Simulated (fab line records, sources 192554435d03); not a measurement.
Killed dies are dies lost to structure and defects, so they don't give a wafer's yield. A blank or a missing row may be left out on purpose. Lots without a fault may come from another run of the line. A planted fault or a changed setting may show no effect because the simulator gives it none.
Which tool did it? | flow n5_finfet | 11 lots, 27 wafers sampled, at 5 steps of a route of 1938

WHAT THE GAUGES READ, wafer by wafer
The record holds no reading of a measuring or inspecting step that can be judged against a usual standard deviation.

WHICH TOOL RAN EACH LOT (tool, then ch and the chambers of the sampled wafers, then the start)
lot  | N5_BEOL_M15_DESCUM_33              | N5_BEOL_M15_ETCH_61                | N5_BEOL_M15_STRIP_37                          | N5_BEOL_M15_ETCH_38                           | N5_PASSIVATION_PROBE_49
L292 | rie_diel-02 ch 0,2,3, day 11 13:16 | rie_diel-02 ch 0,2,3, day 11 13:19 | rie_diel-03 ch 1,2,3, day 12 08:57 or earlier | rie_diel-03 ch 1,2,3, day 12 08:57 or earlier | prober-01, day 12 08:57
L294 | rie_diel-03 ch 0,1, day 12 05:18   | rie_diel-03 ch 0,1, day 12 05:20   | rie_diel-06 ch 1,3, no start                  | rie_diel-06 ch 1,3, no start                  | -
L296 | rie_diel-03 ch 0,3, day 12 15:37   | rie_diel-03 ch 0,3, day 12 15:38   | rie_diel-03 ch 0,3, day 13 09:27 or earlier   | rie_diel-03 ch 0,3, day 13 09:27 or earlier   | prober-01, day 13 09:27
L298 | rie_diel-02 ch 0,2, day 12 18:35   | rie_diel-02 ch 0,2, day 12 18:38   | rie_diel-02 ch 0,2, no start                  | rie_diel-02 ch 0,2, no start                  | -
L300 | rie_diel-03 ch 0,1, day 13 07:50   | rie_diel-03 ch 0,1, day 13 07:52   | rie_diel-02 ch 2,3, day 14 00:18 or earlier   | rie_diel-02 ch 2,3, day 14 00:18 or earlier   | prober-02, day 14 00:18
L303 | rie_diel-03 ch 0,1,3, day 13 19:14 | rie_diel-03 ch 0,1,3, day 13 19:16 | rie_diel-06 ch 0,2, day 14 12:07 or earlier   | rie_diel-06 ch 0,2, day 14 12:07 or earlier   | prober-01, day 14 12:07
L304 | rie_diel-06 ch 0,2, day 14 15:00   | rie_diel-06 ch 0,2, day 14 15:02   | rie_diel-02 ch 1,3, no start                  | rie_diel-02 ch 1,3, no start                  | -
L308 | rie_diel-06 ch 1,2, day 15 09:22   | rie_diel-06 ch 1,2, day 15 09:24   | rie_diel-06 ch 0, day 16 05:55 or earlier     | rie_diel-06 ch 0, day 16 05:55 or earlier     | prober-01, day 16 05:55
L312 | rie_diel-06 ch 1,2,3, day 16 07:55 | rie_diel-06 ch 1,2,3, day 16 07:57 | rie_diel-03 ch 1,2,3, no start                | rie_diel-03 ch 1,2,3, no start                | -
L313 | rie_diel-06 ch 1,2, day 16 17:35   | rie_diel-06 ch 1,2, day 16 17:37   | rie_diel-02 ch 2,3, no start                  | rie_diel-02 ch 2,3, no start                  | -
L314 | rie_diel-06 ch 0,1,3, day 17 07:47 | rie_diel-06 ch 0,1,3, day 17 07:49 | rie_diel-06 ch 2,3, no start                  | rie_diel-06 ch 2,3, no start                  | -
- N5_BEOL_M15_DESCUM_33: chemistry O2, time 7.9 s.
- N5_BEOL_M15_ETCH_61: etches BARC in N2/H2, target depth 89 nm, overetch 26.7 nm, time 67.9 s.
- N5_BEOL_M15_STRIP_37: strips in O2.
- N5_BEOL_M15_ETCH_38: etches SiCN in CF4/N2, target depth 106.4 nm, time 120.5 s.
- N5_PASSIVATION_PROBE_49

WHAT THE TOOLS THEMSELVES READ (means of the sampled wafers that have a number; where no wafer has one, the mark that the record gives instead)
N5_BEOL_M15_DESCUM_33. Usual: drypump_motor_current_A 5.5 A, standard deviation 0.56; oes_product_au 0.82 a.u., standard deviation 0.093; rf_vpp_V 243.3 V, standard deviation 1.7; showerhead_plenum_p_Torr 2.10 Torr, standard deviation 0.09; throttle_valve_pct 20.44 %, standard deviation 0.2.
lot  | tool        | drypump_motor_current_A (A) | oes_product_au (a.u.) | rf_vpp_V (V) | showerhead_plenum_p_Torr (Torr) | throttle_valve_pct (%) | flag
L292 | rie_diel-02 | 5.8                         | 0.82                  | 243.6        | 2.03                            | 20.44                  |
L294 | rie_diel-03 | 5.5                         | 0.76                  | 245.5        | 2.20                            | 20.30                  |
L296 | rie_diel-03 | 6.2                         | 0.84                  | 244.9        | 2.21                            | 20.30                  |
L298 | rie_diel-02 | 5.7                         | 0.76                  | 241.1        | 1.98                            | 20.63                  |
L300 | rie_diel-03 | 5.5                         | 0.74                  | 243.8        | 2.19                            | 20.32                  |
L303 | rie_diel-03 | 5.8                         | 0.82                  | 245.3        | 2.20                            | 20.29                  |
L304 | rie_diel-06 | 5.5                         | 0.94                  | 244.3        | 2.13                            | 20.40                  |
L308 | rie_diel-06 | 5.1                         | 0.82                  | 244.3        | 2.10                            | 20.30                  |
L312 | rie_diel-06 | 5.0                         | 0.81                  | 243.6        | 2.10                            | 20.39                  |
L313 | rie_diel-06 | 5.2                         | 0.78                  | 244.3        | 2.12                            | 20.30                  |
L314 | rie_diel-06 | 5.5                         | 0.81                  | 244.1        | 2.15                            | 20.43                  |

N5_BEOL_M15_ETCH_61. Usual: drypump_motor_current_A 5.5 A, standard deviation 0.56; oes_product_au 0.70 a.u., standard deviation 0.075; rf_vpp_V 524 V, standard deviation 3.2; run_length_s 91.3 s, standard deviation 0.51; showerhead_plenum_p_Torr 2.55 Torr, standard deviation 0.11; throttle_valve_pct 17.84 %, standard deviation 0.26.
lot  | tool        | drypump_motor_current_A (A) | oes_product_au (a.u.) | rf_vpp_V (V) | run_length_s (s) | showerhead_plenum_p_Torr (Torr) | throttle_valve_pct (%) | flag
L292 | rie_diel-02 | 5.8                         | 0.71                  | 523          | 91.4             | 2.47                            | 17.93                  |
L294 | rie_diel-03 | 5.5                         | 0.65                  | 527          | 91.0             | 2.67                            | 17.76                  |
L296 | rie_diel-03 | 6.2                         | 0.71                  | 528          | 90.9             | 2.67                            | 17.62                  |
L298 | rie_diel-02 | 5.7                         | 0.65                  | 520          | 91.4             | 2.40                            | 18.12                  |
L300 | rie_diel-03 | 5.5                         | 0.65                  | 528          | 91.2             | 2.66                            | 17.77                  |
L303 | rie_diel-03 | 5.8                         | 0.68                  | 528          | 93.8             | 2.67                            | 17.66                  | OFF
L304 | rie_diel-06 | 5.5                         | 0.80                  | 525          | 91.6             | 2.61                            | 17.93                  |
L308 | rie_diel-06 | 5.1                         | 0.71                  | 524          | 91.8             | 2.56                            | 17.70                  |
L312 | rie_diel-06 | 4.9                         | 0.69                  | 524          | 91.8             | 2.55                            | 17.77                  |
L313 | rie_diel-06 | 5.2                         | 0.68                  | 526          | 91.6             | 2.58                            | 17.69                  |
L314 | rie_diel-06 | 5.4                         | 0.68                  | 526          | 91.2             | 2.62                            | 17.86                  |

N5_BEOL_M15_STRIP_37. Usual: drypump_motor_current_A 5.6 A, standard deviation 0.5; oes_product_au 0.81 a.u., standard deviation 0.088; rf_vpp_V 3.7 V, standard deviation 0.57; showerhead_plenum_p_Torr 2.09 Torr, standard deviation 0.093; throttle_valve_pct 16.70 %, standard deviation 0.22.
lot  | tool        | drypump_motor_current_A (A) | oes_product_au (a.u.) | rf_vpp_V (V) | showerhead_plenum_p_Torr (Torr) | throttle_valve_pct (%) | flag
L292 | rie_diel-03 | 5.6                         | 0.79                  | 3.5          | 2.08                            | 16.69                  |
L294 | rie_diel-06 | 5.1                         | 0.78                  | 3.8          | 2.14                            | 16.62                  |
L296 | rie_diel-03 | 6.2                         | 0.84                  | 3.5          | 2.21                            | 16.55                  |
L298 | rie_diel-02 | 5.7                         | 0.76                  | 3.6          | 1.98                            | 16.87                  |
L300 | rie_diel-02 | 5.8                         | 0.85                  | 2.8          | 2.08                            | 16.52                  |
L303 | rie_diel-06 | 5.2                         | 0.97                  | 4.2          | 2.11                            | 16.58                  |
L304 | rie_diel-02 | 5.8                         | 0.89                  | 4.2          | 2.09                            | 16.55                  |
L308 | rie_diel-06 | 6.2                         | 0.94                  | 3.1          | 2.22                            | 16.69                  |
L312 | rie_diel-03 | 5.6                         | 0.84                  | 4.2          | 2.15                            | 16.60                  |
L313 | rie_diel-02 | 5.9                         | 0.82                  | 4.4          | 2.08                            | 16.48                  |
L314 | rie_diel-06 | 4.7                         | 0.82                  | 3.8          | 2.08                            | 16.74                  |

N5_BEOL_M15_ETCH_38. Usual: drypump_motor_current_A 5.6 A, standard deviation 0.5; mfc_ar_sccm 100.06 sccm, standard deviation 0.28; oes_product_au 0.80 a.u., standard deviation 0.08; rf_vpp_V 382.2 V, standard deviation 2.4; showerhead_plenum_p_Torr 2.20 Torr, standard deviation 0.099; throttle_valve_pct 15.47 %, standard deviation 0.21.
lot  | tool        | drypump_motor_current_A (A) | mfc_ar_sccm (sccm) | oes_product_au (a.u.) | rf_vpp_V (V) | showerhead_plenum_p_Torr (Torr) | throttle_valve_pct (%) | flag
L292 | rie_diel-03 | 5.6                         | 100.10             | 0.77                  | 381.9        | 2.18                            | 15.44                  |
L294 | rie_diel-06 | 5.1                         | 100.03             | 0.80                  | 384.1        | 2.25                            | 15.43                  |
L296 | rie_diel-03 | 6.2                         | 100.28             | 0.83                  | 385.1        | 2.31                            | 15.30                  |
L298 | rie_diel-02 | 5.7                         | 100.31             | 0.76                  | 379.4        | 2.08                            | 15.61                  |
L300 | rie_diel-02 | 5.8                         | 100.27             | 0.82                  | 381.4        | 2.20                            | 15.32                  |
L303 | rie_diel-06 | 5.2                         | 100.45             | 0.96                  | 382.5        | 2.24                            | 15.40                  |
L304 | rie_diel-02 | 5.8                         | 100.28             | 0.86                  | 381.9        | 2.21                            | 15.32                  |
L308 | rie_diel-06 | 6.2                         | 100.23             | 0.94                  | 385.5        | 2.35                            | 15.54                  |
L312 | rie_diel-03 | 5.6                         | 99.85              | 0.82                  | 383.2        | 2.26                            | 15.33                  |
L313 | rie_diel-02 | 5.9                         | 100.03             | 0.82                  | 381.8        | 2.21                            | 15.33                  |
L314 | rie_diel-06 | 4.7                         | 100.00             | 0.81                  | 381.8        | 2.18                            | 15.50                  |

N5_PASSIVATION_PROBE_49. Usual: defect_limited_yield 91.2 %, standard deviation 1.4; killed_at_M0_to_M3 32, standard deviation 9.3; killed_at_M4_up 14, standard deviation 4.9; killed_at_contacts 15, standard deviation 7.5; killed_at_front_end 40, standard deviation 11; killed_at_other 4, standard deviation 3.3; killed_dies 104, standard deviation 17; killed_open 68, standard deviation 14; killed_short 33, standard deviation 7.9; sort_bin_5_function 5.2 %, standard deviation 0.99; sort_bin_6_memory 3.2 %, standard deviation 0.65; sort_bin_8_speed 0.03 %, standard deviation 0.19; sort_n_pass 1076, standard deviation 17; sort_yield_pct 91.1 %, standard deviation 1.5.
lot  | tool      | defect_limited_yield (%) | killed_at_M0_to_M3 | killed_at_M4_up | killed_at_contacts | killed_at_front_end | killed_at_other | killed_dies | killed_open | killed_short | sort_bin_5_function (%) | sort_bin_6_memory (%) | sort_bin_8_speed (%) | sort_n_pass | sort_yield_pct (%) | flag
L292 | prober-01 | 92.7                     | 26                 | 17              | 13                 | 27                  | 3               | 86          | 62          | 24           | 4.3                     | 2.7                   | 0.00                 | 1094        | 92.7               |
L296 | prober-01 | 90.2                     | 33                 | 16              | 22                 | 44                  | 0               | 115         | 82          | 31           | 5.9                     | 3.6                   | 0.00                 | 1065        | 90.2               |
L300 | prober-02 | 89.3                     | 34                 | 14              | 20                 | 48                  | 10              | 126         | 74          | 46           | 6.7                     | 3.5                   | 0.00                 | 1054        | 89.3               |
L303 | prober-01 | 91.9                     | 28                 | 13              | 9                  | 44                  | 2               | 96          | 61          | 30           | 4.9                     | 2.7                   | 0.00                 | 1084        | 91.9               |
L308 | prober-01 | 90.7                     | 32                 | 12              | 18                 | 42                  | 6               | 110         | 74          | 31           | 5.7                     | 3.4                   | 0.00                 | 1070        | 90.7               |

THE ANSWER, worked out from the rows above alone
Rule: a lot is off if the mean of its wafers that have a number lies more than 3 standard deviations from the usual mean. A lot without any number at a reading at which 4 lots or more have one is off too. The other lots that the step has rows for count as sound. The gauges are gone through in route order, then the tools' own readings, and for those a lot's mean is taken as printed above. The first step at which some lot is off is used, and at that step the reading that is off furthest; a lot without a number counts as furthest.
Off: L303, at N5_BEOL_M15_ETCH_61 (run_length_s).
A tool fits if, at that step or a process step before it, it ran every lot that is off, and no sound lot after the first of them. One fits: rie_diel-03 at N5_BEOL_M15_DESCUM_33 and N5_BEOL_M15_ETCH_61. At N5_BEOL_M15_DESCUM_33 its last sound lot is L300 (day 13 07:50), its first lot that is off L303 (day 13 19:14): a fault that began between those two fits.

WHAT THE SIMULATOR HAD PUT IN
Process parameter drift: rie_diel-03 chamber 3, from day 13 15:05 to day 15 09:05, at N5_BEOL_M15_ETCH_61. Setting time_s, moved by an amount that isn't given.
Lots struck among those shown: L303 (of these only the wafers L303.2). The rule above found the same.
